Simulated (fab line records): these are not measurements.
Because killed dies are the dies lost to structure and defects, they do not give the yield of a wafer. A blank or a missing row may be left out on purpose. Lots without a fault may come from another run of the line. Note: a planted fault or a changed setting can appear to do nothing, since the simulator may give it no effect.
Matching of chambers + flow n5_finfet + N5_BEOL_M7_ALD_77 on ald_metal-01 has 4 sister chambers
The step deposits TaN, target thk 2 nm, pulse time 2 s, purge time 3 s. 8 wafers are shown with their chamber, then 12 later ones without.

## WAFERS, EACH WITH ITS CHAMBER
| wafer  | chamber | heater_power_w (W) |
|--------|---------|--------------------|
| L081.4 | 1       | 535                |
| L081.6 | 2       | 472                |
| L083.2 | 3       | 498                |
| L083.5 | 2       | 472                |
| L083.6 | 3       | 482                |
| L082.1 | 0       | 405                |
| L082.4 | 1       | 517                |
| L082.5 | 0       | 401                |

## WAFERS WITH NO CHAMBER GIVEN
| wafer  | heater_power_w (W) |
|--------|--------------------|
| L086.1 | 480                |
| L086.4 | 535                |
| L086.5 | 480                |
| L089.1 | 518                |
| L089.2 | 402                |
| L089.4 | 495                |
| L091.1 | 488                |
| L091.4 | 470                |
| L091.6 | 477                |
| L094.1 | 518                |
| L094.4 | 415                |
| L094.6 | 517                |

## THE CHAMBER EACH PASSED THROUGH
| wafer  | from the rows above     | in truth |
|--------|-------------------------|----------|
| L086.1 | can't be placed: 2 or 3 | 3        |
| L086.4 | 1                       | 1        |
| L086.5 | can't be placed: 2 or 3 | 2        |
| L089.1 | 1                       | 1        |
| L089.2 | 0                       | 0        |
| L089.4 | 3                       | 3        |
| L091.1 | can't be placed: 3 or 2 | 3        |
| L091.4 | 2                       | 2        |
| L091.6 | can't be placed: 2 or 3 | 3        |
| L094.1 | 1                       | 1        |
| L094.4 | 0                       | 0        |
| L094.6 | 1                       | 1        |
Placed correctly: 8 of 12. These rows do not allow placing 4 (true chamber among the candidates in 4). 0 placed wrongly.
How it was worked out, from the rows above alone: a wafer's distance from a chamber is the root of the sum, over the readings, of the square of ((its reading less the chamber's mean) divided by the reading's scatter). If the next closest chamber is less than 2 further off than the closest, the wafer can't be placed; otherwise it belongs to the closest. The mean given for a chamber averages the wafers shown for that chamber. The scatter is the square root of a quotient: the sum, over the shown wafers, of each reading's squared deviation from its chamber's mean, divided by wafers minus chambers.
